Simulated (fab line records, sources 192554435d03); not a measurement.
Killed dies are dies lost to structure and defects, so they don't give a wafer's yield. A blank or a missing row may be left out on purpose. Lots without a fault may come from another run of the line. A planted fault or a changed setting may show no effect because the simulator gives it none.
Chamber matching | flow n5_finfet | N5_BEOL_M6_STRIP_36 on rie_diel-01: 4 sister chambers
The step strips in N2/H2. 18 wafers are shown with their chamber, then 9 later ones without.

WAFERS WITH THEIR CHAMBER
wafer  | chamber | throttle_valve_pct (%) | showerhead_plenum_p_Torr (Torr) | drypump_motor_current_A (A)
L076.1 | 1       | 23.6                   | 2.48                            | 5.8
L076.4 | 3       | 23.0                   | 2.45                            | 5.9
L076.5 | 2       | 24.3                   | 2.43                            | 6.6
L079.1 | 1       | 23.6                   | 2.47                            | 5.8
L079.4 | 2       | 24.4                   | 2.42                            | 6.6
L079.6 | 2       | 24.3                   | 2.42                            | 6.6
L080.1 | 2       | 24.3                   | 2.42                            | 6.6
L080.4 | 1       | 23.6                   | 2.47                            | 5.8
L080.6 | 3       | 23.0                   | 2.44                            | 5.9
L084.1 | 1       | 23.6                   | 2.47                            | 5.8
L084.4 | 3       | 23.0                   | 2.44                            | 5.9
L084.6 | 0       | 23.9                   | 2.59                            | 6.4
L086.1 | 3       | 23.0                   | 2.44                            | 6.0
L086.5 | 0       | 23.9                   | 2.59                            | 6.4
L086.6 | 3       | 23.0                   | 2.44                            | 6.0
L089.2 | 1       | 23.6                   | 2.46                            | 5.8
L089.3 | 3       | 23.0                   | 2.44                            | 6.0
L089.6 | 0       | 23.9                   | 2.59                            | 6.5

SIGNATURES (means of the wafers above)
reading                  | chamber 0 | chamber 1 | chamber 2 | chamber 3 | scatter within a chamber
throttle_valve_pct       | 23.900    | 23.600    | 24.325    | 23.000    | 0.0231
showerhead_plenum_p_Torr | 2.5900    | 2.4700    | 2.4225    | 2.4417    | 0.00506
drypump_motor_current_A  | 6.433     | 5.800     | 6.600     | 5.950     | 0.0393
Rule: a wafer's distance from a chamber is the root of the sum, over the readings, of the square of ((its reading less the chamber's mean) divided by the reading's scatter). The wafer belongs to the nearest chamber; if the next one is less than 2 further off, it can't be placed. The scatter: the root of (the sum of the squares of (reading less its chamber's mean) over the shown wafers, divided by (wafers less chambers)).

WAFERS WITHOUT THEIR CHAMBER
wafer  | throttle_valve_pct (%) | showerhead_plenum_p_Torr (Torr) | drypump_motor_current_A (A)
L091.1 | 23.0                   | 2.43                            | 6.0
L091.2 | 24.4                   | 2.41                            | 6.6
L091.6 | 23.6                   | 2.46                            | 5.7
L093.1 | 23.0                   | 2.43                            | 6.0
L093.4 | 24.3                   | 2.41                            | 6.5
L093.6 | 23.6                   | 2.46                            | 5.8
L095.2 | 23.6                   | 2.59                            | 6.4
L095.5 | 23.6                   | 2.46                            | 5.8
L095.6 | 24.4                   | 2.41                            | 6.6

WHICH CHAMBER EACH WENT THROUGH
wafer  | from the rows above | in truth
L091.1 | 3                   | 3
L091.2 | 2                   | 2
L091.6 | 1                   | 1
L093.1 | 3                   | 3
L093.4 | 2                   | 2
L093.6 | 1                   | 1
L095.2 | 0                   | 0
L095.5 | 1                   | 1
L095.6 | 2                   | 2
Placed correctly: 9 of 9. Can't be placed from these rows: 0. Placed wrongly: 0.
